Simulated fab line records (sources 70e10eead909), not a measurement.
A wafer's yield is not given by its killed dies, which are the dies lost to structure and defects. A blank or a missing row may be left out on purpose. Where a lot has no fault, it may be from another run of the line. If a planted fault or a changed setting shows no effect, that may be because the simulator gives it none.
fab line records	flow nandHarc
[record] lots = 6	wafers = 18	lastDay = 24
route steps=1159 shown A_BONDPAD@1068 END@1159
lots that met no fault: from a run of the same line without faults
startH: the number of hours between the record's first day and the start of the first shown wafer of the lot	waitH: hours elapsed since this lot's preceding step	" the same as in the row above	L1.1+2: one row covering several wafers at once	- no value present, or no start provided	* or withheld: withheld	< > ~ a bound
route shown NAME@n: names a module that has steps shown in the file, with the first one's number in the route	usual: the fault-free wafers' mean and standard deviation	same: alike in all rows	chamber/n: place in a boat	sites: per-site readings	_std_site: the standard deviation of these	_edge_site: mean of outer sites minus mean of inner sites	radiusMm: how far each site lies from the wafer's centre	mask NAME#n: copy n	behind: the last tool/chamber to shape the wafer	hold: why the lot was held/for how many hours/how that ended	device: the transistor (n, p or np) that didn't switch	end of line: at the end of the route, the tests of the same wafers	where a step has no rows: the recipe by itself	killed: count of dies lost to structure and defects at first sort (not the wafer's yield)	map: a wafer's dies, x killed, . not, _ none there
set.NAME: the run value of the setting; set.NAME@STEP: its run value at that earlier step	model.NAME: the simulator's own value behind a step, which no gauge read
lots at some steps of the route; a table a step, a row a wafer
services: a tool's chamber out of use, with start hour (startH, from the record's first day; less than 0 if before it), hours out, and reason
[[steps]]
[step NHARC_A_BONDPAD_EBR_05]
[step NHARC_A_BONDPAD_EXPOSE_06]
[recipe] na = 0.55	doseMj = 36.99	maskId = A_BPAD
[step NHARC_A_BONDPAD_PEB_07]
[recipe] pebTempC = 128	pebTimeS = 80
[step NHARC_A_BONDPAD_DEVELOP_08]
[recipe] timeS = 50	devTempC = 22
[step NHARC_A_BONDPAD_CD_MEAS_09]
[recipe] targetCdNm = 500	landingEnergyEv = 500
[usual] cdNm = 500.5/2.9
[same] landingEnergyEv = 500
lot.wafer	tool	chamber	startH	waitH	cdNm
L773.1	cdSem-03	0	423.91	-	503.9
L773.3	"	0	"	"	504.5
L773.5	"	0	"	"	501.3
L778.2	cdSem-03	0	449.32	-	500.3
L778.4	"	0	"	"	499.4
L778.6	"	0	"	"	499.6
L787.1	cdSem-03	0	520.16	-	500.1
L787.3	"	0	"	"	498.6
L787.4	"	0	"	"	500.6
L786.2	cdSem-02	0	520.56	-	500.2
L786.4	"	0	"	"	502.4
L786.5	"	0	"	"	499.8
L785.1	cdSem-03	0	523.27	-	498.7
L785.3	"	0	"	"	502.4
L785.6	"	0	"	"	499.6
L791.3	cdSem-02	0	529.27	-	505.4
L791.5	"	0	"	"	502.2
L791.6	"	0	"	"	506.3
[step NHARC_A_BONDPAD_OVL_MEAS_35]
[usual] overlayXNm = 1/5.5	overlayYNm = 0/5.6
lot.wafer	tool	chamber	startH	waitH	overlayXNm	overlayYNm
L773.1	overlay-01	-	424.00	-	3	-6
L773.3	"	-	"	"	3	-5
L773.5	"	-	"	"	3	-5
L778.2	overlay-01	-	449.41	-	-1	5
L778.4	"	-	"	"	-1	5
L778.6	"	-	"	"	-1	5
L787.1	overlay-02	-	520.24	-	0	-4
L787.3	"	-	"	"	0	-4
L787.4	"	-	"	"	0	-4
L786.2	overlay-02	-	520.65	-	-4	8
L786.4	"	-	"	"	-5	8
L786.5	"	-	"	"	-5	8
L785.1	overlay-02	-	523.35	-	9	6
L785.3	"	-	"	"	10	6
L785.6	"	-	"	"	10	6
L791.3	overlay-02	-	529.36	-	-2	-7
L791.5	"	-	"	"	-3	-7
L791.6	"	-	"	"	-2	-7
[step NHARC_A_BONDPAD_HARDBAKE_10]
[recipe] tempC = 118	timeS = 65
[step NHARC_A_BONDPAD_DESCUM_11]
[recipe] timeS = 3	o2FlowSccm = 200	arFlowSccm = 0	biasPowerW = 0	chemistry = O2
[usual] drypumpMotorCurrentA = 5.7/0.47	oesProductAu = 1.004/0.012	rfVppV = 57.9/0.88	showerheadPlenumPTorr = 1.94/0.073	throttleValvePct = 11.312/0.009
lot.wafer	tool	chamber	startH	waitH	drypumpMotorCurrentA	oesProductAu	rfHoursCounterH	rfVppV	showerheadPlenumPTorr	throttleValvePct
L773.3	rieDiel-07	3	424.12	-	6.0	0.994	2	57.4	1.92	11.313
L773.1	"	2	"	"	5.5	1.004	2	56.3	1.80	11.320
L773.5	"	3	"	"	6.0	0.990	-	56.5	1.92	11.313
L778.4	rieDiel-06	0	449.54	-	5.0	0.998	1	57.6	1.94	11.309
L778.2	"	2	"	"	5.4	1.017	1	59.0	2.06	11.317
L778.6	"	0	"	"	5.0	1.000	-	58.1	1.94	11.309
L787.3	rieDiel-06	1	520.37	-	5.3	0.999	3	58.8	1.96	11.314
L787.1	"	3	"	"	6.0	1.009	3	57.7	1.94	11.293
L787.4	"	3	"	"	6.0	1.022	-	57.8	1.94	11.315
L786.2	rieDiel-06	3	520.77	-	5.9	1.010	3	58.9	1.94	11.322
L786.5	"	0	"	"	5.0	1.009	-	57.1	1.94	11.319
L786.4	"	1	"	"	5.3	1.000	-	59.3	1.96	11.318
L785.3	rieDiel-07	0	523.49	-	6.3	0.990	18	57.8	1.98	11.330
L785.1	"	1	"	"	6.2	1.013	20	57.6	1.86	11.314
L785.6	"	1	"	"	6.2	0.999	-	57.3	1.86	11.305
L791.3	rieDiel-06	3	529.49	-	6.0	1.004	4	57.1	1.94	11.311
L791.5	"	2	"	"	5.4	1.013	-	57.9	2.06	11.291
L791.6	"	3	"	"	6.0	1.012	-	57.8	1.94	11.313
[step NHARC_A_BONDPAD_ETCH_34]
[recipe] targetDepthA = 600	overetchA = 180	timeS = 65.91	ionEnergyEv = 200	n2FlowSccm = 150	h2FlowSccm = 150	arFlowSccm = 0	rfW = 400	biasW = 150	chemistry = N2/H2
[usual] drypumpMotorCurrentA = 5.7/0.49	oesProductAu = 1.003/0.013	rfVppV = 431.4/2.3	showerheadPlenumPTorr = 2.07/0.08	throttleValvePct = 14.172/0.008
lot.wafer	tool	chamber	startH	waitH	drypumpMotorCurrentA	oesProductAu	rfHoursCounterH	rfVppV	showerheadPlenumPTorr	throttleValvePct
L773.1	rieDiel-07	0	424.41	0.3	6.3	0.989	2	434.2	2.12	14.179
L773.3	"	2	"	"	5.5	1.016	2	426.1	1.91	14.177
L773.5	"	0	"	"	6.3	1.000	-	431.3	2.12	14.176
L778.4	rieDiel-06	3	449.64	0.1	6.0	0.997	1	430.9	2.07	14.160
L778.2	"	0	"	"	5.0	1.006	1	430.2	2.06	14.174
L778.6	"	2	"	"	5.4	1.013	-	435.1	2.20	14.171
L787.3	rieDiel-06	3	520.48	0.1	6.0	1.011	3	430.9	2.07	14.177
L787.1	"	0	"	"	5.0	1.005	3	430.5	2.06	14.179
L787.4	"	3	"	"	6.0	1.010	-	432.4	2.07	14.173
L786.2	rieDiel-06	3	520.88	0.1	6.0	1.005	3	431.4	2.07	14.177
L786.5	"	3	"	"	6.0	1.001	-	431.1	2.07	14.176
L786.4	"	0	"	"	5.0	1.010	-	430.5	2.06	14.150
L785.1	rieDiel-07	1	523.58	0.1	6.2	1.004	20	428.5	1.99	14.170
L785.3	"	3	"	"	6.0	0.994	22	430.3	2.04	14.172
L785.6	"	1	"	"	6.2	0.999	-	427.5	1.99	14.162
L791.3	rieDiel-06	2	529.58	0.1	5.4	1.020	4	434.9	2.20	14.166
L791.5	"	0	"	"	5.0	1.018	-	430.7	2.06	14.175
L791.6	"	1	"	"	5.3	0.995	-	433.3	2.10	14.168
[step NHARC_A_BONDPAD_ETCH_12]
[recipe] targetDepthA = 2200	timeS = 110	chf3FlowSccm = 50	o2FlowSccm = 10	arFlowSccm = 200	rfW = 500	biasW = 200	chemistry = CHF3/O2
[usual] drypumpMotorCurrentA = 5.7/0.47	oesProductAu = 0.946/0.025	rfVppV = 371.3/2	showerheadPlenumPTorr = 2.43/0.088	throttleValvePct = 20.570/0.0093
lot.wafer	tool	chamber	startH	waitH	drypumpMotorCurrentA	oesProductAu	rfHoursCounterH	rfVppV	showerheadPlenumPTorr	throttleValvePct
L773.1	rieDiel-07	3	-	-	6.0	0.949	2	370.7	2.41	20.569
L773.3	"	1	"	"	6.2	0.958	2	370.8	2.35	20.577
L773.5	"	3	"	"	6.0	0.951	-	370.5	2.41	20.565
L778.4	rieDiel-06	2	-	-	5.4	0.971	1	373.8	2.57	20.543
L778.2	"	3	"	"	6.0	0.976	1	371.5	2.44	20.569
L778.6	"	1	"	"	5.3	0.955	-	371.4	2.46	20.564
L787.3	rieDiel-06	0	-	-	5.0	0.934	3	371.7	2.43	20.564
L787.1	"	1	"	"	5.3	0.918	3	371.0	2.46	20.560
L787.4	"	1	"	"	5.3	0.922	-	372.1	2.46	20.576
L786.2	rieDiel-06	3	-	-	5.9	0.965	3	372.2	2.44	20.579
L786.5	"	0	"	"	5.0	0.961	-	371.8	2.43	20.565
L786.4	"	1	"	"	5.3	0.958	-	372.6	2.46	20.571
L785.3	rieDiel-07	1	-	-	6.2	0.929	20	370.4	2.34	20.580
L785.1	"	3	"	"	6.0	0.923	22	371.1	2.40	20.573
L785.6	"	3	"	"	6.0	0.919	-	370.7	2.40	20.572
L791.3	rieDiel-06	1	-	-	5.3	0.922	4	371.1	2.46	20.559
L791.5	"	2	"	"	5.4	0.928	-	374.3	2.57	20.572
L791.6	"	3	"	"	6.0	0.946	-	371.3	2.44	20.566
[step NHARC_A_BONDPAD_CD_MEAS_13]
[usual] cdNm = 500/3.2
lot.wafer	tool	chamber	startH	waitH	cdNm
L773.1	cdSem-03	-	424.63	-	503
L773.3	"	-	"	"	506
L773.5	"	-	"	"	500
L778.2	cdSem-03	-	449.86	-	500
L778.4	"	-	"	"	498
L778.6	"	-	"	"	500
L787.1	cdSem-01	-	520.73	-	499
L787.3	"	-	"	"	497
L787.4	"	-	"	"	499
L786.2	cdSem-01	-	521.14	-	500
L786.4	"	-	"	"	501
L786.5	"	-	"	"	501
L785.1	cdSem-03	-	523.84	-	496
L785.3	"	-	"	"	503
L785.6	"	-	"	"	497
L791.3	cdSem-01	-	529.80	-	504
L791.5	"	-	"	"	501
L791.6	"	-	"	"	505
[step NHARC_A_BONDPAD_STRIP_15]
[recipe] o2FlowSccm = 500	arFlowSccm = 0	biasW = 0	chemistry = O2
[usual] drypumpMotorCurrentA = 5.6/0.45	oesProductAu = 1.003/0.011	rfVppV = 57.9/0.9	showerheadPlenumPTorr = 3.60/0.12	throttleValvePct = 17.036/0.0099
lot.wafer	tool	chamber	startH	waitH	drypumpMotorCurrentA	oesProductAu	rfHoursCounterH	rfVppV	showerheadPlenumPTorr	throttleValvePct
L773.3	rieDiel-07	1	424.71	0.1	6.2	1.009	2	57.1	3.45	17.024
L773.1	"	2	"	"	5.5	1.007	2	56.7	3.33	17.028
L773.5	"	2	"	"	5.5	1.001	-	57.0	3.33	17.040
L778.4	rieDiel-06	1	449.93	0.1	5.3	0.993	1	57.3	3.62	17.038
L778.2	"	2	"	"	5.4	1.021	1	58.9	3.78	17.051
L778.6	"	2	"	"	5.4	1.015	-	59.4	3.78	17.033
L787.4	rieDiel-10	3	520.82	0.1	5.0	0.983	55	59.0	3.74	17.031
L787.1	"	0	"	"	6.1	1.002	59	56.2	3.44	17.017
L787.3	"	1	"	"	5.8	1.013	53	57.2	3.53	17.029
L786.2	rieDiel-06	1	521.21	0.1	5.3	0.990	4	59.3	3.62	17.034
L786.5	"	1	"	"	5.3	0.995	-	56.7	3.62	17.026
L786.4	"	0	"	"	5.0	1.006	-	57.0	3.57	17.025
L785.3	rieDiel-06	0	523.92	0.1	5.0	1.010	3	58.1	3.57	17.012
L785.1	"	2	"	"	5.4	0.997	3	60.3	3.77	17.037
L785.6	"	0	"	"	5.0	1.006	-	57.0	3.56	17.037
L791.3	rieDiel-07	0	529.90	0.1	6.3	0.982	20	57.9	3.65	17.041
L791.5	"	2	"	"	5.5	1.017	-	56.8	3.32	17.034
L791.6	"	3	"	"	6.0	0.989	-	58.1	3.53	17.041
[step NHARC_A_BONDPAD_ETCH_24]
[recipe] targetDepthA = 300	overEtchFrac = 0.3	timeS = 72.99	ionEnergyEv = 150	cf4FlowSccm = 50	n2FlowSccm = 100	arFlowSccm = 150	rfW = 300	biasW = 100	chemistry = CF4/N2
[usual] drypumpMotorCurrentA = 5.6/0.44	oesProductAu = 1.007/0.01	rfVppV = 314.9/1.8	showerheadPlenumPTorr = 2.68/0.087	throttleValvePct = 19.795/0.0091
lot.wafer	tool	chamber	startH	waitH	drypumpMotorCurrentA	oesProductAu	rfHoursCounterH	rfVppV	showerheadPlenumPTorr	throttleValvePct
L773.3	rieDiel-07	1	424.86	-	6.2	1.016	2	314.3	2.57	19.782
L773.1	"	3	"	"	6.0	1.006	2	314.2	2.64	19.779
L773.5	"	1	"	"	6.2	1.010	-	312.3	2.57	19.805
L778.4	rieDiel-06	1	450.08	-	5.3	1.015	1	316.2	2.69	19.792
L778.2	"	2	"	"	5.3	1.020	1	316.9	2.81	19.783
L778.6	"	1	"	"	5.3	0.999	-	315.8	2.69	19.791
L787.3	rieDiel-10	2	520.96	-	6.6	1.011	62	316.8	2.78	19.803
L787.1	"	3	"	"	5.0	0.991	55	316.9	2.78	19.799
L787.4	"	0	"	"	6.1	0.998	59	312.5	2.56	19.815
L786.2	rieDiel-06	3	521.40	0.2	6.0	1.016	3	315.1	2.66	19.803
L786.5	"	1	"	"	5.3	0.865	-	313.8	2.69	19.789
L786.4	"	3	"	"	6.0	1.024	-	314.6	2.66	19.788
L785.1	rieDiel-06	2	524.07	-	5.4	1.009	3	317.3	2.81	19.806
L785.3	"	1	"	"	5.4	1.000	4	316.7	2.69	19.791
L785.6	"	3	"	"	6.0	0.875	-	314.3	2.66	19.791
L791.3	rieDiel-07	1	530.03	-	6.2	1.007	22	313.5	2.56	19.792
L791.6	"	3	"	"	6.0	1.000	-	313.8	2.63	19.795
L791.5	"	0	"	"	6.3	0.986	-	315.9	2.72	19.786
[step NHARC_A_BONDPAD_STRIP_16]
[recipe] timeS = 600	tempC = 30	chemistry = postEtchResidueRemover
[step NHARC_END_SORT_01]
[recipe] tempC = 25
[usual] defectLimitedYield = 95.0/1.6	killedAtArray = 30/10	killedAtOther = 0.5/0.82	killedAtPeriphery = 2.9/2	killedDies = 34/11	killedOpen = 3.2/1.8	killedShort = 2.0/1.4	sort_bin_2_pct = 1.5/0.68	sort_bin_3_pct = 0.28/0.21	sort_bin_4_pct = 3.1/0.97	sortNPass = 643/11	sortRimYieldPct = 94.6/2.9	sortYieldPct = 95.0/1.6
[same] grossDies = 677	sort_bin_5_pct[%] = 0	sort_bin_6_pct[%] = 0	sort_bin_7_pct[%] = 0	sort_bin_8_pct[%] = 0	sortRimNGross = 106.00
lot.wafer	tool	chamber	startH	waitH	defectLimitedYield[%]	killedAtArray	killedAtOther	killedAtPeriphery	killedDies	killedOpen	killedShort	sort_bin_2_pct[%]	sort_bin_3_pct[%]	sort_bin_4_pct[%]	sortNPass	sortRimYieldPct[%]	sortYieldPct[%]
L773.1	prober-02	0	466.05	2.5	97.2	17	1	1	19	5	0	1.0	0.15	1.6	658	98.1	97.2
L773.3	prober-02	0	467.63	3.1	98.4	10	0	1	11	1	1	0.4	0.15	1.0	666	98.1	98.4
L773.5	prober-02	0	469.21	3.7	98.8	8	0	0	8	1	3	0.1	0.15	0.9	669	100.0	98.8
L778.2	prober-02	0	482.74	2.8	94.7	35	0	1	36	1	3	1.6	0.59	3.1	641	92.5	94.7
L778.4	prober-02	0	484.34	3.4	95.0	31	0	3	34	1	1	1.5	0.59	3.0	643	93.4	95.0
L778.6	prober-02	0	485.94	4.0	94.7	29	0	7	36	5	2	1.6	0.30	3.4	641	92.5	94.7
L787.1	prober-02	0	559.70	2.5	94.7	35	0	1	36	4	2	1.3	0.59	3.4	641	92.5	94.7
L787.3	prober-02	0	561.31	3.1	95.0	30	2	2	34	3	4	2.1	0.15	2.8	643	87.7	95.0
L787.4	prober-02	0	562.12	3.4	95.0	31	1	2	34	2	2	1.5	0	3.5	643	94.3	95.0
L791.3	prober-01	0	575.79	3.1	95.7	25	1	3	29	1	2	0.7	0.15	3.4	648	93.4	95.7
L791.5	prober-01	0	577.39	3.7	96.2	24	1	1	26	3	2	0.7	0	3.1	651	97.2	96.2
L791.6	prober-01	0	578.19	4.0	95.1	29	1	3	33	6	2	1.3	0	3.5	644	89.6	95.1
// killed by level:class
L773.1 A_CHANNEL_HOLE_D1:chamberFilmFlake=5 A_ZERO_WELL:chamberFilmFlake=3 A_STAIRCASE:chamberFilmFlake=3 P_M1:geometricParticle:open=1 A_CHANNEL_HOLE_D1:geometricParticle:open=1 A_SGD_CUT:geometricParticle:open=1 A_CONTACT:geometricParticle:open=1 STARTING-WAFER:geometricParticle:open=1
L773.3 A_CHANNEL_HOLE_D1:chamberFilmFlake=5 A_ZERO_WELL:chamberFilmFlake=2 P_CONTACT:geometricParticle:short=1 A_ONON_D1:geometricParticle:open=1 A_STAIRCASE:chamberFilmFlake=1 A_WL_FILL:chamberFilmFlake=1
L773.5 A_WL_FILL:geometricParticle:short=2 A_CONTACT:chamberFilmFlake=2 A_CONTACT:geometricParticle:short=1 A_BLC:geometricParticle:open=1 A_STAIRCASE:chamberFilmFlake=1 A_WL_FILL:chamberFilmFlake=1
L778.2 A_CHANNEL_HOLE_D1:chamberFilmFlake=14 A_SLIT:chamberFilmFlake=8 A_CONTACT:chamberFilmFlake=7 A_WL_FILL:geometricParticle:short=2 A_STAIRCASE:chamberFilmFlake=2 A_CHANNEL_HOLE_D1:geometricParticle:short=1 A_CHANNEL_FILL_D1:geometricParticle:open=1 P_CONTACT:chamberFilmFlake=1
L778.4 A_CHANNEL_HOLE_D1:chamberFilmFlake=11 A_SLIT:chamberFilmFlake=10 A_STAIRCASE:chamberFilmFlake=4 A_CONTACT:chamberFilmFlake=3 A_WL_FILL:geometricParticle:short=1 A_CONTACT:geometricParticle:open=1 P_STI:chamberFilmFlake=1 P_GATE:chamberFilmFlake=1
L778.6 A_SLIT:chamberFilmFlake=12 A_CHANNEL_HOLE_D1:chamberFilmFlake=8 P_CONTACT:chamberFilmFlake=3 A_STAIRCASE:chamberFilmFlake=3 P_M1:geometricParticle:open=2 A_CONTACT:chamberFilmFlake=2 P_M0:geometricParticle:open=1 P_M0:geometricParticle:short=1
L787.1 A_CHANNEL_HOLE_D1:chamberFilmFlake=12 A_BLC:chamberFilmFlake=5 A_STAIRCASE:chamberFilmFlake=4 A_SGD_CUT:chamberFilmFlake=3 A_CONTACT:chamberFilmFlake=3 A_CHANNEL_HOLE_D1:geometricParticle:short=1 A_CHANNEL_HOLE_D1:geometricParticle:open=1 A_CHANNEL_FILL_D1:geometricParticle:open=1
L787.3 A_CHANNEL_HOLE_D1:chamberFilmFlake=13 A_BLC:chamberFilmFlake=5 A_SGD_CUT:chamberFilmFlake=4 A_STAIRCASE:chamberFilmFlake=3 A_CHANNEL_FILL_D1:geometricParticle:short=2 P_STI:geometricParticle:open=1 P_CONTACT:geometricParticle:open=1 A_CHANNEL_FILL_D1:geometricParticle:open=1
L787.4 A_CHANNEL_HOLE_D1:chamberFilmFlake=18 A_SGD_CUT:chamberFilmFlake=3 A_CONTACT:chamberFilmFlake=3 A_BLC:chamberFilmFlake=3 A_CHANNEL_FILL_D1:geometricParticle:open=1 A_CONTACT:geometricParticle:open=1 A_BLC:geometricParticle:short=1 P_ZERO_WELL:chamberFilmFlake=1
L791.3 A_CHANNEL_HOLE_D1:chamberFilmFlake=14 A_CONTACT:chamberFilmFlake=5 A_M0:chamberFilmFlake=3 P_CONTACT:geometricParticle:open=1 A_ONON_D1:geometricParticle:short=1 A_CHANNEL_FILL_D1:geometricParticle:short=1 P_ZERO_WELL:chamberFilmFlake=1 P_GATE:chamberFilmFlake=1
L791.5 A_CHANNEL_HOLE_D1:chamberFilmFlake=12 A_CONTACT:chamberFilmFlake=4 A_M0:chamberFilmFlake=2 A_CHANNEL_FILL_D1:geometricParticle:short=1 A_CHANNEL_FILL_D1:geometricParticle:open=1 A_WL_FILL:geometricParticle:open=1 A_CONTACT:geometricParticle:open=1 A_M0:geometricParticle:short=1
L791.6 A_CHANNEL_HOLE_D1:chamberFilmFlake=14 A_CONTACT:chamberFilmFlake=4 A_CONTACT:geometricParticle:open=2 P_M2:chamberFilmFlake=2 A_M0:chamberFilmFlake=2 A_ONON_D1:geometricParticle:short=1 A_ONON_D1:geometricParticle:open=1 A_CHANNEL_HOLE_D1:geometricParticle:open=1
[[services]]
tool	chamber	startH	hours	kind
rieDiel-07	-	405.22	9.0	pm
rieDiel-06	-	418.20	9.0	pm
rieDiel-06	0	418.20	9.0	ventCycle
rieDiel-06	1	418.20	9.0	ventCycle
rieDiel-06	2	418.20	9.0	ventCycle
rieDiel-06	3	418.20	9.0	ventCycle
rieDiel-06	0	427.20	-	clean
rieDiel-06	1	427.20	-	clean
rieDiel-06	2	427.20	-	clean
rieDiel-06	3	427.20	-	clean
rieDiel-07	1	431.74	1.5	repair
rieDiel-06	0	451.70	-	clean
rieDiel-06	1	451.70	-	clean
rieDiel-06	2	451.70	-	clean
rieDiel-06	3	451.70	-	clean
rieDiel-10	3	460.06	4.1	repair
rieDiel-06	0	476.20	-	clean
rieDiel-06	1	476.20	-	clean
rieDiel-06	2	476.20	-	clean
rieDiel-06	3	476.20	-	clean
rieDiel-10	3	479.12	10.5	repair
rieDiel-10	0	485.28	9.0	repair
rieDiel-06	0	496.44	15.7	repair
rieDiel-06	2	517.61	4.1	repair
[[key]]
[firstSign] step = NHARC_A_BONDPAD_ETCH_24	reading = oesProductAu	direction = down	sigmas = 13	usual = 1.007	struck = 0.870
effect none on later readings
metAt NHARC_A_BONDPAD_ETCH_24
struckWafers L785.6,L786.5
onsetBetween 450.08 521.40
[fault] kind = processParameterDrift	tool = rieDiel-06	chamber = -	onsetH = 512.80	steps = NHARC_A_BONDPAD_ETCH_24	channel = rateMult	offset = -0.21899	shape = step	endH = 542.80	scope = struckWafersOnly
